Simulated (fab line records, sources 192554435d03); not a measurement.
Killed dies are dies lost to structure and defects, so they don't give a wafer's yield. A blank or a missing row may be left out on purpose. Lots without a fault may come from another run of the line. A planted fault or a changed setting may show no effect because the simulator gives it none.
Chamber matching | flow n5_finfet | N5_BEOL_M1_PRE_CLEAN_60 on cvd_co-02: 3 sister chambers
The step time 15 s. 16 wafers are shown with their chamber, then 8 later ones without.

WAFERS WITH THEIR CHAMBER
wafer  | chamber | heater_power_w (W)
L074.1 | 0       | 83
L074.3 | 2       | 131
L074.6 | 2       | 133
L076.1 | 0       | 85
L076.3 | 1       | 104
L076.6 | 2       | 129
L080.2 | 1       | 105
L080.4 | 0       | 82
L080.5 | 1       | 103
L082.1 | 1       | 105
L082.3 | 0       | 84
L082.5 | 1       | 106
L087.2 | 1       | 105
L087.3 | 2       | 133
L087.5 | 1       | 102
L089.1 | 1       | 103

SIGNATURES (means of the wafers above)
reading        | chamber 0 | chamber 1 | chamber 2 | scatter within a chamber
heater_power_w | 83.50     | 104.12    | 131.50    | 1.49
Rule: a wafer's distance from a chamber is the root of the sum, over the readings, of the square of ((its reading less the chamber's mean) divided by the reading's scatter). The wafer belongs to the nearest chamber; if the next one is less than 2 further off, it can't be placed. The scatter: the root of (the sum of the squares of (reading less its chamber's mean) over the shown wafers, divided by (wafers less chambers)).

WAFERS WITHOUT THEIR CHAMBER
wafer  | heater_power_w (W)
L089.5 | 83
L089.6 | 102
L091.3 | 83
L091.4 | 83
L091.6 | 136
L097.1 | 83
L097.2 | 106
L097.3 | 137

WHICH CHAMBER EACH WENT THROUGH
wafer  | from the rows above | in truth
L089.5 | 0                   | 0
L089.6 | 1                   | 1
L091.3 | 0                   | 0
L091.4 | 0                   | 0
L091.6 | 2                   | 2
L097.1 | 0                   | 0
L097.2 | 1                   | 1
L097.3 | 2                   | 2
Placed correctly: 8 of 8. Can't be placed from these rows: 0. Placed wrongly: 0.
